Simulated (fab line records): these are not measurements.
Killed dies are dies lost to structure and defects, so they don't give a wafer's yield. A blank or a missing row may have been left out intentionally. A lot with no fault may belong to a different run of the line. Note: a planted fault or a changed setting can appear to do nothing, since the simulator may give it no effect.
Struck lot and sound lot, side by side    flow nand-harc    15 out of 1159 route steps
Sound: the wafers L734.2, L734.3, L734.4. Struck: wafers L740.1, L740.3, L740.6. At the end, the cause is stated.
At each step with rows: each side's tool, then ch and its chambers, then its first start. Under that, the readings that differ: sound wafers    struck wafers    difference of the means    sigmas: that difference in standard deviations of wafers without a fault.
alike: a reading whose means differ by less than 2 such deviations, as well as words and numbers matching on both sides. not compared: withheld readings; readings where some wafer has no value; bounds like >300 that might hide an equal value; numbers whose values overlap and for which the record gives no deviation.
The two part at a step that has a row with sigmas, a row that says differs or no value, or rows on one side only. Numbers that don't overlap but have no deviation are shown without sigmas and don't part them. A reading that every wafer of one side lacks parts them only if that side has two wafers or more.

first, 1 step without rows for these wafers: NHARC_A_CHANNEL_HOLE_D1_XSEM_31.
NHARC_A_CHANNEL_HOLE_D1_INSPECT_40:
  sound on defect-inspect-01, day 10 10:58; struck on defect-inspect-02, day 12 19:23
  alike: raw-defect-count
then, 2 steps without rows for these wafers: NHARC_A_CHANNEL_FILL_D1_PRECLEAN_00 (cleans in SC1); NHARC_A_CHANNEL_FILL_D1_SRD_01.
NHARC_A_CHANNEL_FILL_D1_ALD_02: deposits SiO2, target thk 6 nm, pulse time 10 s, ald cycles 60.
  sound on ald-hk-01 ch 0,1,2, day 10 11:09; struck on ald-hk-04 ch 1,2,3, day 12 19:59
  alike: heater-power-w, precursor-pulse-height-rel
NHARC_A_CHANNEL_FILL_D1_ALD_03: deposits SiNx, target thk 6 nm, pulse time 60 s, ald cycles 58.
  sound on ald-sin-batch-02 ch 0; struck on ald-sin-batch-02 ch 0
  alike: precursor-pulse-height-rel
then, 1 step without rows for these wafers: NHARC_A_CHANNEL_FILL_D1_ALD_14 (deposits SiO2, target thk 2.5 nm, pulse time 10 s, ald cycles 25).
NHARC_A_CHANNEL_FILL_D1_ALD_15: deposits SiNx, target thk 2 nm, pulse time 60 s, ald cycles 19.
  sound on ald-sin-batch-01 ch 0, day 11 00:02; struck on ald-sin-batch-01 ch 0
  alike: precursor-pulse-height-rel
then, 3 steps without rows for these wafers: NHARC_A_CHANNEL_FILL_D1_ALD_16 (deposits SiO2, target thk 1.5 nm, pulse time 10 s, ald cycles 15); NHARC_A_CHANNEL_FILL_D1_ANNEAL_17 (time 1800 s); NHARC_A_CHANNEL_FILL_D1_CVD_18 (deposits poly-Si, target thk 3 nm).
NHARC_A_CHANNEL_FILL_D1_ETCHBACK_19: etches the open film in HBr/Cl2, target depth 5 nm, time 1.7 s.
  sound on rie-si-05 ch 0,2,3, day 11 15:59; struck on rie-si-05 ch 0,2, day 13 20:10
  alike: chamber-pressure-mTorr, drypump-motor-current-A, oes-product-au, throttle-valve-pct
  not compared: rf-hours-counter-h
NHARC_A_CHANNEL_FILL_D1_ETCHBACK_20: etches the open film in C4F8/O2/Ar, target depth 27 nm, time 13.5 s.
  sound on rie-diel-13 ch 0,1,3, day 11 16:05; struck on rie-diel-13 ch 1,2,3, day 13 20:18
reading                sound           struck          difference  sigmas
oes-product-au (a.u.)  0.90 0.93 0.91  0.74 0.76 0.76  -0.16       -4
  alike: chamber-pressure-mTorr, rf-vpp-V
  not compared: rf-hours-counter-h
NHARC_A_CHANNEL_FILL_D1_STRIP_28: strips in O2, time 20 s.
  sound on rie-diel-13 ch 0,1,3, day 11 16:12; struck on rie-diel-13 ch 0,2,3, day 13 20:22
  alike: chamber-pressure-mTorr, drypump-motor-current-A, oes-product-au, rf-vpp-V, showerhead-plenum-p-Torr, throttle-valve-pct
  not compared: rf-hours-counter-h
-- record jumps: 10 days between struck wafers' starts before vs after; left off in module A_CHANNEL_FILL_D1, resumes in module END, first step shown is number 1159 of the route --
NHARC_END_SORT_01:
  at this point the record logs the struck wafers (prober-01 ch 0, day 23 11:02) and has no rows for the sound ones

== WHERE THEY PART ==
Earliest at NHARC_A_CHANNEL_FILL_D1_ETCHBACK_20; latest, in this record, at NHARC_END_SORT_01.

WHY: what had been put in by the simulator
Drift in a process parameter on rie-diel-13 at NHARC_A_CHANNEL_FILL_D1_ETCHBACK_20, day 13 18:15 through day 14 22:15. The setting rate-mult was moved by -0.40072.
